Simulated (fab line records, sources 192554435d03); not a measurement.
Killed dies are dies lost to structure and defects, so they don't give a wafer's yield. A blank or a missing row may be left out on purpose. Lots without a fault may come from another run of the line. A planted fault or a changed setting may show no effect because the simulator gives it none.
fab line records | flow n5_finfet
record lots=6 wafers=18 last_day=18
route steps=1938 shown BEOL_M0_SAQP@683 BEOL_M4@1111 PASSIVATION@1936
lots that met no fault: from a run of the same line without faults
start_h: hours from the record's first day to the start of the lot's first wafer shown | wait_h: hours since the lot's step before | " the same as in the row above | L1.1+2: a row that stands for several wafers | - no value, or no start given | * or withheld: withheld | < > ~ a bound
route shown NAME@n: a module of which the file shows steps, and the number in the route of the first | usual: mean/standard deviation of fault-free wafers | same: alike in all rows | chamber/n: place in a boat | sites: the reading at each site | _std_site: their standard deviation | _edge_site: outer sites' mean less inner sites' | radius_mm: how far each site lies from the wafer's centre | mask NAME#n: copy n | behind: the tool/chamber that last shaped the wafer | hold: why the lot was held/for how many hours/how that ended | device: the transistor (n, p or np) that didn't switch | end of line: the same wafers' tests at the end of the route | a step without rows: its recipe alone | killed: dies lost to structure and defects at the first sort, not the wafer's yield | map: a wafer's dies, x killed, . not, _ none there
set.NAME: the setting as run; set.NAME@STEP: as run at that earlier step | model.NAME: the simulator's own value behind a step, which no gauge read
lots at some steps of the route; a table a step, a row a wafer
services: from which hour (start_h, from the record's first day; less than 0 if before it) a tool's chamber was out of use, for how many hours, and why
## steps
# step N5_BEOL_M0_SAQP_COAT_34
# recipe resist=CAR-EUV spin_rpm=1500 resist_thk_nm=30
# step N5_BEOL_M0_SAQP_EBR_36
# recipe solvent=PGMEA ebr_width_mm=1.5
# step N5_BEOL_M0_SAQP_SOFTBAKE_35
# recipe temp_c=110 time_s=60 resist=CAR-EUV
# step N5_BEOL_M0_SAQP_EXPOSE_37
# recipe mask_id=M0_CUT1 na=0.33 source_shape=annular sigma_inner=0.35 sigma_outer=0.8 polarization=unpolarized target_cd_nm=30 dose_mj=44.75
# step N5_BEOL_M0_SAQP_PEB_38
# recipe peb_temp_c=100 peb_time_s=60 resist=CAR-EUV
# step N5_BEOL_M0_SAQP_DEVELOP_39
# recipe develop_time_s=30 developer=TMAH resist=CAR-EUV rinse_liquid=surfactant_rinse dry=air_spin dev_temp_c=23
# step N5_BEOL_M0_SAQP_CD_MEAS_40
# recipe target_cd_nm=30 landing_energy_ev=500 detector=se_inlens
# usual cd_nm=29.88/0.22
# columns lot.wafer tool chamber start_h wait_h cd_nm
L899.1 cd_sem-03 0 121.07 - 29.87
L899.4 " 0 " " 30.18
L899.6 " 0 " " 29.51
L908.1 cd_sem-01 0 168.70 - 29.88
L908.2 " 0 " " 30.03
L908.3 " 0 " " 29.96
L909.1 cd_sem-02 0 176.05 - 29.92
L909.3 " 0 " " 29.86
L909.4 " 0 " " 29.90
L911.1 cd_sem-01 0 190.91 - 30.24
L911.2 " 0 " " 29.84
L911.3 " 0 " " 29.98
L912.3 cd_sem-01 0 196.47 - 30.05
L912.5 " 0 " " 29.79
L912.6 " 0 " " 29.67
L920.3 cd_sem-02 0 245.60 - 30.12
L920.5 " 0 " " 30.34
L920.6 " 0 " " 29.97
# step N5_BEOL_M0_SAQP_OVL_MEAS_41
# recipe points_per_wafer=522
# usual M0_CUT1_OVL=0.5/0.87
# columns lot.wafer tool chamber start_h wait_h M0_CUT1_OVL[nm]
L899.1 overlay-01 0 121.10 0.0 1.2
L899.4 " 0 " " 2.1
L899.6 " 0 " " 2.0
L908.1 overlay-01 0 168.73 0.0 0.4
L908.2 " 0 " " -0.6
L908.3 " 0 " " 0.8
L909.1 overlay-01 0 176.08 0.0 1.9
L909.3 " 0 " " 1.3
L909.4 " 0 " " 0.8
L911.1 overlay-02 0 190.94 0.0 0.3
L911.2 " 0 " " 1.1
L911.3 " 0 " " 1.9
L912.3 overlay-02 0 196.51 0.0 0.1
L912.5 " 0 " " 0.9
L912.6 " 0 " " 0.0
L920.3 overlay-02 0 245.64 0.0 1.5
L920.5 " 0 " " 1.3
L920.6 " 0 " " 0.9
# step N5_BEOL_M0_SAQP_INSPECT_42
# recipe mode=adi inspect_instrument=brightfield
# usual raw_defect_count=307/87
# columns lot.wafer tool chamber start_h wait_h raw_defect_count
L899.1 defect_inspect-01 - 121.16 0.1 202
L899.4 " - " " 274
L899.6 " - " " 241
L908.1 defect_inspect-01 - 168.79 0.1 446
L908.2 " - " " 426
L908.3 " - " " 297
L909.1 defect_inspect-01 - 176.14 0.1 248
L909.3 " - " " 166
L909.4 " - " " 268
L911.1 defect_inspect-01 - 191.00 0.1 328
L911.2 " - " " 280
L911.3 " - " " 212
L912.3 defect_inspect-02 - 196.56 0.0 253
L912.5 " - " " 248
L912.6 " - " " 313
L920.3 defect_inspect-01 - 245.69 0.0 271
L920.5 " - " " 252
L920.6 " - " " 254
# step N5_BEOL_M0_SAQP_DESCUM_45
# recipe chemistry=O2 time_s=7 source_power_w=50 bias_power_w=20 pressure_mtorr=20 rf_frequency_hz=2.712e+07 temp_c=40 resist=CAR-EUV o2_flow_sccm=225
# usual drypump_motor_current_A=5.81/0.27 oes_product_au=0.78/0.091 rf_vpp_V=243.5/1.2 showerhead_plenum_p_Torr=2.11/0.054 throttle_valve_pct=20.46/0.29
# columns lot.wafer tool chamber start_h wait_h drypump_motor_current_A oes_product_au rf_hours_counter_h rf_vpp_V showerhead_plenum_p_Torr throttle_valve_pct
L899.1 rie_diel-02 1 121.19 0.0 6.33 0.76 146 243.9 2.17 20.23
L899.4 " 3 " " 5.76 0.71 216 242.7 2.14 20.56
L899.6 " 3 " " 5.77 0.71 - 243.2 2.14 20.56
L908.1 rie_diel-01 1 168.82 0.0 6.21 0.75 175 243.5 2.19 21.04
L908.2 " 0 " " 5.69 0.92 39 242.5 2.10 19.92
L908.3 " 2 " " 5.61 0.92 31 243.6 2.06 20.47
L909.1 rie_diel-06 0 176.18 0.0 5.84 0.92 20 241.8 2.06 20.36
L909.3 " 3 " " 5.88 0.95 3 242.0 2.06 20.62
L909.4 " 2 " " 5.97 0.73 170 243.8 2.07 20.29
L911.1 rie_diel-02 0 191.04 0.0 5.82 0.72 178 242.7 2.01 20.66
L911.2 " 3 " " 5.82 0.70 235 243.8 2.14 20.59
L911.3 " 2 " " 5.45 0.72 194 244.1 2.16 20.53
L912.3 rie_diel-06 1 196.59 0.0 5.74 0.69 219 243.8 2.18 20.73
L912.5 " 0 " " 5.85 0.90 - 242.3 2.06 20.37
L912.6 " 3 " " 5.87 0.93 - 244.8 2.06 20.62
L920.3 rie_diel-01 3 245.97 0.3 5.55 0.70 214 242.6 2.08 20.36
L920.5 " 0 " " 5.68 0.87 - 244.7 2.09 19.95
L920.6 " 3 " " 5.55 0.70 - 242.2 2.08 20.37
# step N5_BEOL_M0_SAQP_ETCH_88
# recipe chemistry=N2/H2 target=underlayer target_depth_a=65 time_s=5.2 ion_energy_ev=200 mask_material=CAR-EUV pressure_mtorr=30 source_w=840 bias_w=150 n2_flow_sccm=200 h2_flow_sccm=200 ends=cleared
# usual bias_w=150.0/0.46 chamber_pressure_mTorr=30.01/0.046 drypump_motor_current_A=5.82/0.27 etch_rf_on_time_s=5.17/0.13 oes_product_au=0.66/0.077 rf_vpp_V=524.7/2.4 showerhead_plenum_p_Torr=2.57/0.078 throttle_valve_pct=17.9/0.31
# columns lot.wafer tool chamber start_h wait_h bias_w chamber_pressure_mTorr drypump_motor_current_A etch_rf_on_time_s oes_product_au rf_hours_counter_h rf_vpp_V showerhead_plenum_p_Torr throttle_valve_pct
L899.1 rie_diel-02 1 121.22 0.0 150.0 29.97 6.36 5.03 0.65 146 524.9 2.65 17.8
L899.4 " 3 " " 150.4 30.10 5.83 4.96 0.62 216 523.9 2.63 18.1
L899.6 " 3 " " 150.1 29.92 5.81 4.92 0.62 - 523.7 2.63 18.1
L908.1 rie_diel-01 1 168.86 0.0 149.8 30.03 6.24 5.28 0.61 175 528.7 2.64 18.3
L908.2 " 0 " " 150.1 29.91 5.65 5.16 0.78 39 525.6 2.56 17.3
L908.3 " 2 " " 150.1 30.00 5.63 5.03 0.79 31 521.3 2.48 17.7
L909.1 rie_diel-06 0 176.21 0.0 149.8 30.06 5.85 5.25 0.76 20 522.9 2.49 17.7
L909.3 " 3 " " 150.4 29.99 5.86 4.86 0.83 3 523.2 2.51 18.0
L909.4 " 2 " " 150.7 29.98 6.01 5.18 0.63 170 523.5 2.54 17.8
L911.1 rie_diel-02 0 191.07 0.0 150.3 30.03 5.81 5.30 0.61 178 521.0 2.42 17.9
L911.2 " 3 " " 149.9 30.01 5.80 5.01 0.60 235 526.6 2.62 18.1
L911.3 " 2 " " 150.6 29.99 5.44 5.27 0.62 194 528.3 2.66 18.2
L912.3 rie_diel-06 1 196.63 0.0 150.4 29.99 5.74 5.16 0.61 219 524.8 2.64 18.2
L912.5 " 0 " " 150.3 30.10 5.86 5.29 0.76 - 522.0 2.49 17.7
L912.6 " 3 " " 150.3 30.08 5.91 4.92 0.79 - 522.9 2.50 18.1
L920.3 rie_diel-01 3 246.01 0.0 150.9 30.01 5.55 5.32 0.59 214 524.4 2.51 17.7
L920.5 " 0 " " 149.6 30.03 5.67 5.24 0.73 - 525.3 2.55 17.4
L920.6 " 3 " " 150.1 30.01 5.57 5.35 0.59 - 524.1 2.51 17.7
# step N5_BEOL_M0_SAQP_ETCH_73
# recipe chemistry=CF4 target=SiARC target_depth_a=195 mask_material=CAR-EUV time_s=32.5 ion_energy_ev=80 pressure_mtorr=40 source_w=545 bias_w=36 Ar_flow_sccm=100 cf4_flow_sccm=100 ends=cleared
# usual bias_w=36.00/0.12 cf4_flow_sccm=100.0/0.33 drypump_motor_current_A=5.81/0.27 etch_rf_on_time_s=32.3/0.8 oes_product_au=0.66/0.077 rf_vpp_V=184.3/1.1 showerhead_plenum_p_Torr=2.16/0.063 throttle_valve_pct=15.66/0.24
# columns lot.wafer tool chamber start_h wait_h bias_w cf4_flow_sccm drypump_motor_current_A etch_rf_on_time_s oes_product_au rf_hours_counter_h rf_vpp_V showerhead_plenum_p_Torr throttle_valve_pct
L899.1 rie_diel-02 1 121.24 0.0 36.07 99.8 6.29 31.6 0.65 146 185.6 2.23 15.60
L899.4 " 3 " " 36.05 100.3 5.86 30.9 0.61 216 185.2 2.20 15.86
L899.6 " 3 " " 36.17 100.3 5.82 31.2 0.62 - 184.6 2.20 15.85
L908.1 rie_diel-01 1 168.87 0.0 35.96 99.7 6.20 33.2 0.63 175 184.9 2.22 16.07
L908.2 " 0 " " 36.19 100.2 5.65 32.0 0.77 39 184.3 2.18 15.28
L908.3 " 2 " " 36.14 100.2 5.62 32.0 0.79 31 183.3 2.08 15.40
L909.1 rie_diel-06 0 176.23 0.0 36.20 100.1 5.85 33.0 0.77 20 182.4 2.10 15.35
L909.3 " 3 " " 36.01 99.8 5.89 31.0 0.83 3 183.3 2.11 15.68
L909.4 " 2 " " 35.95 100.4 5.98 32.2 0.63 170 182.5 2.13 15.63
L911.1 rie_diel-02 0 191.09 0.0 36.11 99.9 5.85 33.0 0.60 178 182.3 2.03 15.66
L911.2 " 3 " " 36.22 100.2 5.81 31.1 0.60 235 185.1 2.19 15.90
L911.3 " 2 " " 35.93 100.2 5.45 33.2 0.60 194 184.0 2.22 15.88
L912.3 rie_diel-06 1 196.64 0.0 36.05 100.1 5.69 32.4 0.60 219 185.4 2.20 15.88
L912.5 " 0 " " 36.20 100.4 5.82 33.7 0.75 - 183.7 2.10 15.36
L912.6 " 3 " " 36.04 99.7 5.88 31.0 0.80 - 184.8 2.11 15.69
L920.3 rie_diel-01 3 246.02 0.0 35.94 100.1 5.56 33.2 0.59 214 183.9 2.12 15.51
L920.5 " 0 " " 36.01 99.8 5.68 32.2 0.74 - 184.3 2.17 15.33
L920.6 " 3 " " 36.08 99.7 5.53 33.5 0.59 - 184.2 2.12 15.50
# step N5_BEOL_M0_SAQP_CUT_ETCH_46
# recipe chemistry=N2/H2 target=SOC target_depth_a=1350 overetch_a=270 temp_c=40 time_s=202.5 ion_energy_ev=200 mask_material=SiARC pressure_mtorr=30 source_w=840 bias_w=150 n2_flow_sccm=200 h2_flow_sccm=200
# usual bias_w=150.0/0.43 chamber_pressure_mTorr=30.001/0.027 drypump_motor_current_A=5.81/0.27 rf_vpp_V=524.6/2.1 showerhead_plenum_p_Torr=2.57/0.078 throttle_valve_pct=17.9/0.31
# columns lot.wafer tool chamber start_h wait_h bias_w chamber_pressure_mTorr drypump_motor_current_A rf_hours_counter_h rf_vpp_V showerhead_plenum_p_Torr throttle_valve_pct model.SiARC_of_BEOL_M0_SAQP_COAT_72.thk_nm model.underlayer_of_BEOL_M0_SAQP_COAT_87.thk_nm
L899.1 rie_diel-02 1 121.27 0.0 149.5 30.019 6.33 146 527.3 2.65 17.8 4.4 0
L899.4 " 3 " " 150.8 29.986 5.83 216 525.9 2.63 18.1 4.2 0
L899.6 " 3 " " 150.4 29.971 5.84 - 525.7 2.63 18.1 4.2 0
L908.1 rie_diel-01 1 168.90 0.0 - - - - - - - 15 5
L908.2 " 0 " " - - - - - - - 15 5
L908.3 " 2 " " - - - - - - - 15.2 5
L909.1 rie_diel-06 0 176.26 0.0 - - - - - - - 15 5
L909.3 " 3 " " - - - - - - - 15 5
L909.4 " 2 " " - - - - - - - 15 5
L911.1 rie_diel-02 0 191.12 0.0 150.3 30.008 5.85 178 520.6 2.42 17.9 5 0
L911.2 " 3 " " 150.3 29.980 5.81 235 527.5 2.62 18.1 4.2 0
L911.3 " 2 " " 150.5 29.996 5.45 194 527.0 2.66 18.2 5.2 0
L912.3 rie_diel-06 1 196.68 0.0 150.0 30.007 5.73 219 525.4 2.64 18.1 5.4 0
L912.5 " 0 " " 150.8 29.971 5.84 - 522.9 2.49 17.6 5.4 0
L912.6 " 3 " " 150.7 29.968 5.89 - 523.1 2.50 18.0 4.4 0
L920.3 rie_diel-01 3 246.06 0.0 149.9 29.987 5.58 214 522.3 2.51 17.6 5.4 0
L920.5 " 0 " " 150.4 30.011 5.69 - 524.2 2.55 17.3 5 0
L920.6 " 3 " " 149.8 30.003 5.56 - 523.7 2.51 17.7 5.2 0
# step N5_BEOL_M0_SAQP_STRIP_74
# recipe chemistry=N2/H2 temp_c=40 n2_flow_sccm=200 h2_flow_sccm=200 rf_frequency_hz=6e+07
# step N5_BEOL_M4_RC_MEAS_101
# usual DIBL_N=35.3/1.8 DIBL_P=35.2/2.2 IOFF_N=0.144/0.029 IOFF_P=0.19/0.031 ION_N=670/12 ION_P=460/7.6 SS_N=71.2/0.62 SS_P=73.0/0.69 VT_N=251/3.4 VT_P=-251.4/2.6
# columns lot.wafer tool chamber start_h wait_h DIBL_N[mV/V] DIBL_P[mV/V] IOFF_N[nA/um] IOFF_P[nA/um] ION_N[uA/um] ION_P[uA/um] SS_N[mV/dec] SS_P[mV/dec] VT_N[mV] VT_P[mV]
L899.1 prober-02 0 192.26 0.0 34.5 35.0 0.148 0.19 674 461 70.6 73.0 249 -253.3
L899.4 " 0 " " 32.6 32.3 0.120 0.16 672 456 70.8 71.7 252 -254.6
L899.6 " 0 " " 33.3 33.8 0.134 0.17 680 465 71.2 72.9 247 -253.0
L911.1 prober-01 0 246.89 0.0 35.2 35.1 0.136 0.20 687 474 72.1 73.2 253 -251.8
L911.2 " 0 " " 36.1 36.6 0.165 0.22 683 465 71.6 73.4 248 -247.2
L911.3 " 0 " " 37.2 37.3 0.169 0.23 687 468 73.0 73.4 248 -251.0
L912.3 prober-01 0 277.67 0.3 38.4 38.8 0.187 0.22 684 458 71.9 72.6 247 -249.0
L912.5 " 0 " " 34.9 34.0 0.124 0.17 672 458 71.4 72.6 253 -253.1
L912.6 " 0 " " 37.2 36.6 0.172 0.20 681 457 71.9 72.6 250 -251.9
L920.3 prober-01 0 324.62 0.3 37.0 36.2 0.164 0.20 662 454 71.0 72.8 251 -248.7
L920.5 " 0 " " 34.9 34.8 0.121 0.19 650 453 71.0 72.2 255 -249.4
L920.6 " 0 " " 37.3 37.1 0.172 0.22 663 456 71.1 73.3 250 -248.1
# step N5_PASSIVATION_PROBE_49
# usual defect_limited_yield=91.0/1.4 killed_at_M0_to_M3=36/10 killed_at_M4_up=15/5 killed_at_contacts=12/6.1 killed_at_front_end=40/13 killed_at_other=3.8/2.9 killed_dies=106/16 killed_on_rim=14/4.1 killed_open=68/12 killed_short=35/8.2 sort_bin_5_function=5.2/0.9 sort_bin_6_memory=3.4/0.71 sort_n_pass=1073/17 sort_yield_pct=91.0/1.5
# same gross_dies=1180 killed_at_back_side=0 sort_bin_4_leakage[%]=0 sort_bin_8_speed[%]=0
# columns lot.wafer tool chamber start_h wait_h defect_limited_yield[%] killed_at_M0_to_M3 killed_at_M4_up killed_at_contacts killed_at_front_end killed_at_other killed_dies killed_on_rim killed_open killed_short sort_bin_5_function[%] sort_bin_6_memory[%] sort_n_pass sort_yield_pct[%]
L899.1 prober-02 - 296.87 0.0 89.1 25 22 18 61 3 129 10 89 37 5.9 4.7 1051 89.1
L899.4 prober-02 - 297.02 0.2 88.3 39 12 12 73 2 138 27 95 43 6.4 4.7 1042 88.3
L899.6 prober-02 - 297.12 0.3 89.1 33 7 20 66 3 129 20 94 33 6.9 4.0 1051 89.1
L908.1 prober-02 - 364.42 0.0 0 1129 13 8 26 4 1180 152 74 23 97.0 2.8 0 0
L908.2 prober-02 - 364.47 0.1 0 1116 9 20 31 4 1180 152 77 37 95.4 4.2 0 0
L908.3 prober-02 - 364.52 0.1 0 1139 10 10 20 1 1180 152 56 38 97.1 2.8 0 0
L909.1 prober-02 - 376.77 0.0 0 1110 10 9 49 2 1180 152 61 26 96.4 3.6 0 0
L909.3 prober-02 - 376.87 0.1 0 1130 11 12 25 2 1180 152 48 25 97.7 2.0 0 0
L909.4 prober-02 - 376.92 0.2 0 1125 11 7 35 2 1180 152 62 38 96.6 3.3 0 0
L911.1 prober-01 - 377.49 0.7 91.4 37 10 9 45 1 102 14 71 30 5.0 3.6 1078 91.4
L911.2 prober-01 - 377.54 0.8 90.9 36 15 26 28 2 107 16 80 25 5.3 3.5 1073 90.9
L911.3 prober-01 - 377.59 0.8 88.8 28 16 14 70 4 132 23 79 50 7.3 3.6 1048 88.8
L912.5 prober-01 - 392.50 0.2 90.9 42 7 11 43 4 107 21 66 32 4.5 3.7 1073 90.9
# killed by level:class
L899.1 FIN_SAQP:geometric_particle:open=20 MOL_CONTACT_COAG:geometric_particle:open=14 STI_FIN_REVEAL:geometric_particle:open=12 FIN_SAQP:geometric_particle:short=10 BEOL_M4:geometric_particle:open=10 STI_FIN_REVEAL:geometric_particle:short=6 BEOL_M0_SAQP:geometric_particle:open=6 BEOL_M1:geometric_particle:open=5
L899.4 STI_FIN_REVEAL:geometric_particle:open=22 FIN_SAQP:geometric_particle:open=15 BEOL_M0_SAQP:geometric_particle:short=11 MOL_CONTACT_COAG:geometric_particle:open=10 BEOL_M0_SAQP:geometric_particle:open=9 GATE_CUT:geometric_particle:open=8 BEOL_M3:geometric_particle:open=8 FIN_SAQP:geometric_particle:short=7
L899.6 STI_FIN_REVEAL:geometric_particle:open=25 FIN_SAQP:geometric_particle:open=21 MOL_CONTACT_COAG:geometric_particle:open=14 BEOL_M0_SAQP:geometric_particle:open=11 BEOL_M0_SAQP:geometric_particle:short=8 FIN_SAQP:geometric_particle:short=6 MOL_CONTACT_COAG:geometric_particle:short=5 STI_FIN_REVEAL:geometric_particle:short=4
L908.1 BEOL_M0_SAQP:area_etch=1082 BEOL_M2:geometric_particle:open=32 FIN_SAQP:geometric_particle:short=6 STI_FIN_REVEAL:geometric_particle:open=6 MOL_CONTACT_COAG:geometric_particle:open=5 BEOL_M4:geometric_particle:open=5 BEOL_M0_SAQP:geometric_particle:short=4 BEOL_M1:geometric_particle:open=4
L908.2 BEOL_M0_SAQP:area_etch=1066 MOL_CONTACT_COAG:geometric_particle:open=17 BEOL_M0_SAQP:geometric_particle:short=14 BEOL_M3:geometric_particle:open=13 BEOL_M2:geometric_particle:open=8 BEOL_M0_SAQP:geometric_particle:open=6 BEOL_M1:geometric_particle:open=6 STARTING-WAFER:geometric_particle:open=6
L908.3 BEOL_M0_SAQP:area_etch=1085 BEOL_M0_SAQP:geometric_particle:short=15 BEOL_M2:geometric_particle:open=10 MOL_CONTACT_COAG:geometric_particle:open=9 BEOL_M0_SAQP:geometric_particle:open=9 BEOL_M1:geometric_particle:open=8 BEOL_M3:geometric_particle:open=5 ILD0:geometric_particle:short=3
L909.1 BEOL_M0_SAQP:area_etch=1090 STI_FIN_REVEAL:geometric_particle:open=12 BEOL_M0_SAQP:geometric_particle:open=11 MOL_CONTACT_COAG:geometric_particle:open=8 STARTING-WAFER:geometric_particle:open=5 FIN_SAQP:geometric_particle:open=4 STI_FIN_REVEAL:geometric_particle:short=4 GATE_CUT:geometric_particle:short=4
L909.3 BEOL_M0_SAQP:area_etch=1106 MOL_CONTACT_COAG:geometric_particle:open=10 BEOL_M0_SAQP:geometric_particle:short=7 FIN_SAQP:geometric_particle:short=5 DUMMY_GATE:geometric_particle:open=4 BEOL_M0_SAQP:geometric_particle:open=4 BEOL_M2:geometric_particle:open=4 BEOL_M3:geometric_particle:open=4
L909.4 BEOL_M0_SAQP:area_etch=1079 BEOL_M0_SAQP:geometric_particle:short=15 BEOL_M0_SAQP:geometric_particle:open=15 STI_FIN_REVEAL:geometric_particle:open=6 DUMMY_GATE:geometric_particle:open=6 MOL_CONTACT_COAG:geometric_particle:open=5 BEOL_M3:geometric_particle:open=5 GATE_CUT:geometric_particle:short=4
L911.1 BEOL_M3:geometric_particle:open=11 FIN_SAQP:geometric_particle:short=10 DUMMY_GATE:geometric_particle:open=9 BEOL_M2:geometric_particle:open=9 MOL_CONTACT_COAG:geometric_particle:open=8 BEOL_M4:geometric_particle:open=7 BEOL_M0_SAQP:geometric_particle:short=6 STI_FIN_REVEAL:geometric_particle:open=5
L911.2 MOL_CONTACT_COAG:geometric_particle:open=22 BEOL_M3:geometric_particle:open=13 STI_FIN_REVEAL:geometric_particle:open=9 BEOL_M4:geometric_particle:open=7 BEOL_M0_SAQP:geometric_particle:open=5 BEOL_M0_SAQP:geometric_particle:short=5 MOL_CONTACT_COAG:geometric_particle:short=4 BEOL_M1:geometric_particle:open=4
L911.3 STI_FIN_REVEAL:geometric_particle:open=22 FIN_SAQP:geometric_particle:short=17 FIN_SAQP:geometric_particle:open=10 MOL_CONTACT_COAG:geometric_particle:open=9 BEOL_M0_SAQP:geometric_particle:open=8 BEOL_M3:geometric_particle:open=8 BEOL_M0_SAQP:geometric_particle:short=7 DUMMY_GATE:geometric_particle:open=5
L912.5 BEOL_M2:geometric_particle:open=11 BEOL_M0_SAQP:geometric_particle:short=9 HKMG_FIN:area_etch=9 FIN_SAQP:geometric_particle:short=8 STI_FIN_REVEAL:geometric_particle:open=8 MOL_CONTACT_COAG:geometric_particle:open=8 BEOL_M3:geometric_particle:open=7 BEOL_M0_SAQP:geometric_particle:open=6
# map L908.1 (x killed, . not)
_________________xxxxxxxxxxxx________________
______________xxxxxxxxxxxxxxxxxx_____________
___________xxxxxxxxxxxxxxxxxxxxxxxx__________
__________xxxxxxxxxxxxxxxxxxxxxxxxxx_________
________xxxxxxxxxxxxxxxxxxxxxxxxxxxxxx_______
_______xxxxxxxxxxxxxxxxxxxxxxxxxxxxxxxx______
______xxxxxxxxxxxxxxxxxxxxxxxxxxxxxxxxxx_____
_____xxxxxxxxxxxxxxxxxxxxxxxxxxxxxxxxxxxx____
____xxxxxxxxxxxxxxxxxxxxxxxxxxxxxxxxxxxxxx___
___xxxxxxxxxxxxxxxxxxxxxxxxxxxxxxxxxxxxxxxx__
___xxxxxxxxxxxxxxxxxxxxxxxxxxxxxxxxxxxxxxxx__
__xxxxxxxxxxxxxxxxxxxxxxxxxxxxxxxxxxxxxxxxxx_
__xxxxxxxxxxxxxxxxxxxxxxxxxxxxxxxxxxxxxxxxxx_
_xxxxxxxxxxxxxxxxxxxxxxxxxxxxxxxxxxxxxxxxxxxx
_xxxxxxxxxxxxxxxxxxxxxxxxxxxxxxxxxxxxxxxxxxxx
_xxxxxxxxxxxxxxxxxxxxxxxxxxxxxxxxxxxxxxxxxxxx
_xxxxxxxxxxxxxxxxxxxxxxxxxxxxxxxxxxxxxxxxxxxx
_xxxxxxxxxxxxxxxxxxxxxxxxxxxxxxxxxxxxxxxxxxxx
_xxxxxxxxxxxxxxxxxxxxxxxxxxxxxxxxxxxxxxxxxxxx
_xxxxxxxxxxxxxxxxxxxxxxxxxxxxxxxxxxxxxxxxxxxx
_xxxxxxxxxxxxxxxxxxxxxxxxxxxxxxxxxxxxxxxxxxxx
__xxxxxxxxxxxxxxxxxxxxxxxxxxxxxxxxxxxxxxxxxx_
__xxxxxxxxxxxxxxxxxxxxxxxxxxxxxxxxxxxxxxxxxx_
___xxxxxxxxxxxxxxxxxxxxxxxxxxxxxxxxxxxxxxxx__
___xxxxxxxxxxxxxxxxxxxxxxxxxxxxxxxxxxxxxxxx__
____xxxxxxxxxxxxxxxxxxxxxxxxxxxxxxxxxxxxxx___
_____xxxxxxxxxxxxxxxxxxxxxxxxxxxxxxxxxxxx____
______xxxxxxxxxxxxxxxxxxxxxxxxxxxxxxxxxx_____
_______xxxxxxxxxxxxxxxxxxxxxxxxxxxxxxxx______
________xxxxxxxxxxxxxxxxxxxxxxxxxxxxxx_______
__________xxxxxxxxxxxxxxxxxxxxxxxxxx_________
___________xxxxxxxxxxxxxxxxxxxxxxxx__________
______________xxxxxxxxxxxxxxxxxx_____________
_________________xxxxxxxxxxxx________________
# map L909.1 (x killed, . not)
_________________xxxxxxxxxxxx________________
______________xxxxxxxxxxxxxxxxxx_____________
___________xxxxxxxxxxxxxxxxxxxxxxxx__________
__________xxxxxxxxxxxxxxxxxxxxxxxxxx_________
________xxxxxxxxxxxxxxxxxxxxxxxxxxxxxx_______
_______xxxxxxxxxxxxxxxxxxxxxxxxxxxxxxxx______
______xxxxxxxxxxxxxxxxxxxxxxxxxxxxxxxxxx_____
_____xxxxxxxxxxxxxxxxxxxxxxxxxxxxxxxxxxxx____
____xxxxxxxxxxxxxxxxxxxxxxxxxxxxxxxxxxxxxx___
___xxxxxxxxxxxxxxxxxxxxxxxxxxxxxxxxxxxxxxxx__
___xxxxxxxxxxxxxxxxxxxxxxxxxxxxxxxxxxxxxxxx__
__xxxxxxxxxxxxxxxxxxxxxxxxxxxxxxxxxxxxxxxxxx_
__xxxxxxxxxxxxxxxxxxxxxxxxxxxxxxxxxxxxxxxxxx_
_xxxxxxxxxxxxxxxxxxxxxxxxxxxxxxxxxxxxxxxxxxxx
_xxxxxxxxxxxxxxxxxxxxxxxxxxxxxxxxxxxxxxxxxxxx
_xxxxxxxxxxxxxxxxxxxxxxxxxxxxxxxxxxxxxxxxxxxx
_xxxxxxxxxxxxxxxxxxxxxxxxxxxxxxxxxxxxxxxxxxxx
_xxxxxxxxxxxxxxxxxxxxxxxxxxxxxxxxxxxxxxxxxxxx
_xxxxxxxxxxxxxxxxxxxxxxxxxxxxxxxxxxxxxxxxxxxx
_xxxxxxxxxxxxxxxxxxxxxxxxxxxxxxxxxxxxxxxxxxxx
_xxxxxxxxxxxxxxxxxxxxxxxxxxxxxxxxxxxxxxxxxxxx
__xxxxxxxxxxxxxxxxxxxxxxxxxxxxxxxxxxxxxxxxxx_
__xxxxxxxxxxxxxxxxxxxxxxxxxxxxxxxxxxxxxxxxxx_
___xxxxxxxxxxxxxxxxxxxxxxxxxxxxxxxxxxxxxxxx__
___xxxxxxxxxxxxxxxxxxxxxxxxxxxxxxxxxxxxxxxx__
____xxxxxxxxxxxxxxxxxxxxxxxxxxxxxxxxxxxxxx___
_____xxxxxxxxxxxxxxxxxxxxxxxxxxxxxxxxxxxx____
______xxxxxxxxxxxxxxxxxxxxxxxxxxxxxxxxxx_____
_______xxxxxxxxxxxxxxxxxxxxxxxxxxxxxxxx______
________xxxxxxxxxxxxxxxxxxxxxxxxxxxxxx_______
__________xxxxxxxxxxxxxxxxxxxxxxxxxx_________
___________xxxxxxxxxxxxxxxxxxxxxxxx__________
______________xxxxxxxxxxxxxxxxxx_____________
_________________xxxxxxxxxxxx________________
## services
# columns tool chamber start_h hours kind
rie_diel-01 1 108.62 3.8 repair
rie_diel-06 1 109.79 12.2 repair
rie_diel-02 - 137.37 2.8 pm
rie_diel-02 3 140.90 6.3 repair
rie_diel-06 3 143.08 - clean
rie_diel-06 3 143.08 - consumable_replace:focus_ring
rie_diel-06 3 143.08 25.0 scheduled_down
rie_diel-06 3 143.08 25.0 vent_cycle
rie_diel-02 - 174.85 0.5 repair
rie_diel-01 2 175.04 8.4 repair
rie_diel-02 1 176.31 7.1 repair
rie_diel-02 0 177.64 1.8 repair
rie_diel-01 2 193.75 29.0 repair
rie_diel-02 3 245.46 - clean
rie_diel-02 3 245.46 - consumable_replace:esc
rie_diel-02 3 245.46 - consumable_replace:focus_ring
rie_diel-02 3 245.46 23.3 scheduled_down
rie_diel-02 3 245.46 23.3 vent_cycle
## key
first_sign step=N5_BEOL_M0_SAQP_CUT_ETCH_46 reading=tool_record direction=missing
effect step=N5_PASSIVATION_PROBE_49 reading=killed_at_M0_to_M3 direction=up sigmas=99+ usual=36 struck=1125
model_effect step=N5_BEOL_M0_SAQP_CUT_ETCH_46 value=SiARC_of_BEOL_M0_SAQP_COAT_72.thk_nm without=5.033 struck=15.03
more_kills_born_at N5_BEOL_M0_SAQP_CUT_ETCH_46@rie_diel-06=3275 N5_BEOL_M0_SAQP_CUT_ETCH_46@rie_diel-01=3233
met_at N5_BEOL_M0_SAQP_CUT_ETCH_46
struck_wafers L908.1,L908.2,L908.3,L909.1,L909.3,L909.4
later_rows_left_out L908.1,L908.2,L908.3,L909.1,L909.3,L909.4
fault kind=skipped_step_whole tool=rie_diel-01,rie_diel-06 chamber=- onset_h=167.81 steps=N5_BEOL_M0_SAQP_CUT_ETCH_46 scope=struck_lots_only
# later_rows_left_out: the simulator's readings of these wafers behind a module that went badly wrong aren't trusted and aren't shown, but for the sort
